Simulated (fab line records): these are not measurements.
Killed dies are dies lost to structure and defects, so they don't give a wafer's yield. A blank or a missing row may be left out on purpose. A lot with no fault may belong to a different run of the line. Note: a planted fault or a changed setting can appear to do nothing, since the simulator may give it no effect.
Matching of chambers | flow n5-finfet | rie-si-02 running N5_FIN_CUT_CUT_ETCH_28: 4 sister chambers
The step etches Si in HBr/Cl2/O2, target depth 6 nm, time 2.4 s. 4 wafers are shown with their chamber, then 9 later ones without.

WAFERS WITH THEIR CHAMBER
wafer  | chamber | throttle-valve-pct (%)
L085.3 | 0       | 37.14
L086.1 | 2       | 37.06
L086.3 | 1       | 37.04
L086.4 | 3       | 37.65

WAFERS WITH NO CHAMBER GIVEN
wafer  | throttle-valve-pct (%)
L089.2 | 37.15
L089.3 | 37.02
L089.4 | 37.65
L091.2 | 37.02
L091.5 | 37.06
L091.6 | 37.65
L097.2 | 37.13
L097.3 | 37.06
L097.5 | 37.14

WHICH CHAMBER EACH ONE RAN IN
wafer  | from the rows above     | in truth
L089.2 | 0                       | 0
L089.3 | can't be placed: 1 or 2 | 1
L089.4 | 3                       | 3
L091.2 | can't be placed: 1 or 2 | 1
L091.5 | can't be placed: 2 or 1 | 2
L091.6 | 3                       | 3
L097.2 | 0                       | 0
L097.3 | can't be placed: 2 or 1 | 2
L097.5 | 0                       | 0
Placed correctly: 5 of 9. Cannot be placed on the basis of these rows: 4; the candidates contain the true chamber in 4. Number placed wrongly: 0.
How it was worked out, from the rows above alone: a wafer's distance from a chamber is the root of the sum, over the readings, of the square of ((its reading less the chamber's mean) divided by the reading's scatter). The wafer belongs to the nearest chamber; if the next one is less than 2 further off, it can't be placed. The mean given for a chamber averages the wafers shown for that chamber. The scatter: with one shown wafer a chamber, the root of the mean of the squares of how far each hidden wafer lies from its nearest shown one.
